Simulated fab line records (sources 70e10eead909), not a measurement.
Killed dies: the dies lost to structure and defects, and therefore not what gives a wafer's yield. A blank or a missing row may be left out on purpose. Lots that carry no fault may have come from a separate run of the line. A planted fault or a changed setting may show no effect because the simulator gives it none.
Comparing a struck lot with a sound one | flow nandHarc | 23 out of 1159 route steps
Sound: these wafers, L885.2, L885.3, L885.6. Struck: wafer L893.3 (L893.4, L893.5, from the same lot, were not struck and are left out); the cause is given at the end.
Each step with rows lists, per side, the tool, then ch with its chambers, then its first start. Under that, the readings that differ: sound wafers | struck wafers | difference of the means | sigmas: that difference in standard deviations of wafers without a fault.
alike: same words and numbers on both sides, and readings whose means sit less than 2 such deviations apart. not compared: any withheld reading, any reading some wafer has no value for, any bound like >300 that may hide the same value, and any number with overlapping values for which the record gives no deviation.
A row with sigmas, a row that says differs or no value, or rows on one side alone: a step with any of these is where the two part. Numbers that have no deviation but don't overlap get no sigmas and don't part them. A reading missing from all wafers of one side parts the sides only when that side holds two or more wafers.

NHARC_A_CHANNEL_HOLE_D1_ETCH_16: etches the open film in O2/COS, target depth 3100 nm, time 806 s.
  sound: rieDiel-06 ch 1,2,3; struck: rieDiel-09 ch 0
reading                      | sound             | struck | difference | sigmas
oesProductAu (a.u.)          | 0.997 0.989 0.998 | 0.968  | -0.027     | -2
rfVppV (V)                   | 311.8 310.2 314.6 | 316.5  | +4.3       | +2
showerheadPlenumPTorr (Torr) | 2.92 2.93 3.13    | 3.25   | +0.26      | +2
  alike: cosFlowSccm, drypumpMotorCurrentA, throttleValvePct
  not compared: rfHoursCounterH
NHARC_A_CHANNEL_HOLE_D1_CD_MEAS_18:
  sound: cdSem-03 at day 10 04:05; struck: cdSem-01 at day 12 01:17
  alike: cdNm
then, 2 steps without rows for these wafers: NHARC_A_CHANNEL_HOLE_D1_ETCH_19 (etches the open film in C4F8/O2/Ar, time 34.5 s); NHARC_A_CHANNEL_HOLE_D1_ETCH_20 (etches the open film in C4F8/O2/Ar, time 361.9 s, target depth 1600 nm).
NHARC_A_CHANNEL_HOLE_D1_ETCH_21: etches the open film in C4F8/O2/Ar, time 514.3 s, target depth 1600 nm.
  sound on harEtch-02 ch 0, day 10 04:39; struck on harEtch-02 ch 1, day 12 01:56
reading                      | sound          | struck | difference | sigmas
drypumpMotorCurrentA (A)     | 5.7 5.7 5.7    | 6.7    | +1.0       | +2
showerheadPlenumPTorr (Torr) | 3.52 3.52 3.52 | 3.85   | +0.33      | +2
  alike: throttleValvePct
  not compared: rfHoursCounterH
then, 2 steps without rows for these wafers: NHARC_A_CHANNEL_HOLE_D1_ETCH_22 (etches the open film in C4F8/O2/Ar, time 666.7 s, target depth 1600 nm); NHARC_A_CHANNEL_HOLE_D1_ETCH_23 (etches the open film in C4F8/O2/Ar, time 819 s, target depth 1600 nm).
NHARC_A_CHANNEL_HOLE_D1_ETCH_24: etches the open film in C4F8/O2/Ar, time 906.2 s, target depth 1500 nm.
  sound on harEtch-02 ch 0, day 10 06:25; struck on harEtch-02 ch 1, day 12 03:46
reading                      | sound          | struck | difference | sigmas
showerheadPlenumPTorr (Torr) | 3.51 3.51 3.51 | 3.85   | +0.34      | +2
  alike: drypumpMotorCurrentA, throttleValvePct
  not compared: rfHoursCounterH
NHARC_A_CHANNEL_HOLE_D1_ETCH_25: etches the open film in C4F8/O2/Ar, time 1040.2 s, target depth 1500 nm.
  sound on harEtch-02 ch 0, day 10 07:12; struck on harEtch-02 ch 1, day 12 04:34
reading                      | sound          | struck | difference | sigmas
showerheadPlenumPTorr (Torr) | 3.51 3.51 3.51 | 3.85   | +0.34      | +2
  alike: drypumpMotorCurrentA, throttleValvePct
  not compared: rfHoursCounterH
NHARC_A_CHANNEL_HOLE_D1_ETCH_26: etches the open film in C4F8/O2/Ar, time 224.1 s, target depth 300 nm.
  sound on harEtch-02 ch 0, day 10 07:59; struck on harEtch-02 ch 1, day 12 05:13
reading                      | sound          | struck | difference | sigmas
showerheadPlenumPTorr (Torr) | 3.55 3.55 3.55 | 3.91   | +0.36      | +3
  alike: drypumpMotorCurrentA, throttleValvePct
  not compared: rfHoursCounterH
then, 2 steps without rows for these wafers: NHARC_A_CHANNEL_HOLE_D1_ETCH_33 (etches the open film in C4F8/O2/Ar, time 90 s, target depth 400 nm); NHARC_A_CHANNEL_HOLE_D1_STRIP_41 (strips in N2/H2).
NHARC_A_CHANNEL_HOLE_D1_STRIP_42: strips in CF4/CHF3.
  sound on rieDiel-05 ch 1,2, day 10 08:46; struck on rieDiel-05 ch 0,2,3, day 12 06:00
then, 5 steps without rows for these wafers: NHARC_A_CHANNEL_HOLE_D1_STRIP_43 (strips in O2/COS); NHARC_A_CHANNEL_HOLE_D1_ETCH_44 (etches the open film in CF4/O2, target depth 140 nm, overetch 14 nm, time 77 s); NHARC_A_CHANNEL_HOLE_D1_STRIP_27 (strips in O2); NHARC_A_CHANNEL_HOLE_D1_PRECLEAN_28 (cleans in SC1); NHARC_A_CHANNEL_HOLE_D1_SRD_29.
NHARC_A_CHANNEL_HOLE_D1_CD_MEAS_30:
  sound: cdSem-03 at day 10 09:41; struck: cdSem-01 at day 12 07:32
  alike: cdNm
following that, these wafers have no rows for 1 step: NHARC_A_CHANNEL_HOLE_D1_XSEM_31.
NHARC_A_CHANNEL_HOLE_D1_INSPECT_40:
  sound: defectInspect-01 at day 10 09:54; struck: defectInspect-01 at day 12 07:43
reading        | sound    | struck | difference | sigmas
rawDefectCount | 37 43 47 | 819    | +777       | +49
then, 1 step without rows for these wafers: NHARC_A_CHANNEL_FILL_D1_PRECLEAN_00 (cleans in SC1).
-- record jumps: 13 days between struck wafers' starts before vs after; left off in module A_CHANNEL_FILL_D1, resumes in module END, first step shown is number 1159 of the route --
NHARC_END_SORT_01:
  sound on prober-02 ch 0, day 24 12:17; struck on prober-01 ch 0, day 25 12:30
reading           | sound    | struck | difference | sigmas
killedAtArray     | 13 10 9  | 71     | +60        | +5
killedAtOther     | 1 0 0    | 4      | +4         | +3
killedAtPeriphery | 14 11 11 | 0      | -12        | -5
killedDies        | 28 21 20 | 75     | +52        | +4
  alike: killedOpen, killedShort

WHERE THEY PART
First at NHARC_A_CHANNEL_HOLE_D1_ETCH_16; last, within this record, at NHARC_END_SORT_01.

WHY: whatever the simulator had introduced
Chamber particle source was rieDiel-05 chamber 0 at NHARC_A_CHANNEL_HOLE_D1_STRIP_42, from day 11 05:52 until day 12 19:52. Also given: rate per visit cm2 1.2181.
